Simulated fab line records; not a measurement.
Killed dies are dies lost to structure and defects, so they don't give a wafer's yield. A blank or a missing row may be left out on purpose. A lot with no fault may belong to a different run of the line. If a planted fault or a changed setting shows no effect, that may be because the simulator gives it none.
Matching of chambers    flow nand harc    4 sister chambers for NHARC_A_STAIRCASE_ALD_420 on ald hk-03
The step deposits SiO2, target thk 20 nm, pulse time 6 s, ald cycles 200. 8 wafers are shown with their chamber, then 12 later ones without.

WAFERS, EACH WITH ITS CHAMBER
wafer   chamber  heater power w (W)  precursor pulse height rel
L079.2  2        437                 0.977
L086.1  2        427                 0.976
L086.2  1        538                 1.015
L089.1  1        539                 0.999
L089.5  0        374                 0.988
L091.2  3        507                 1.020
L091.3  0        375                 1.047
L091.5  3        515                 0.974

WAFERS MISSING THEIR CHAMBER
wafer   heater power w (W)  precursor pulse height rel
L092.3  495                 1.005
L092.5  509                 0.987
L092.6  422                 0.999
L094.2  513                 0.999
L094.3  417                 0.989
L094.5  541                 1.000
L093.2  531                 0.982
L093.4  363                 0.974
L093.5  377                 1.019
L095.1  535                 0.961
L095.3  374                 0.991
L095.5  370                 1.018

EACH ONE'S CHAMBER
wafer   from the rows above  in truth
L092.3  3                    3
L092.5  3                    3
L092.6  2                    2
L094.2  3                    3
L094.3  2                    2
L094.5  1                    1
L093.2  1                    1
L093.4  0                    0
L093.5  0                    0
L095.1  1                    1
L095.3  0                    0
L095.5  0                    0
Correctly placed: 12 of 12. Can't be placed from these rows: 0. Number placed wrongly: 0.
How it was worked out, from the rows above alone: a wafer's distance from a chamber is the root of the sum, over the readings, of the square of ((its reading less the chamber's mean) divided by the reading's scatter). The wafer belongs to the nearest chamber; if the next one is less than 2 further off, it can't be placed. A chamber's mean is the mean of its shown wafers. The scatter is the square root of a quotient: the sum, over the shown wafers, of each reading's squared deviation from its chamber's mean, divided by wafers minus chambers.
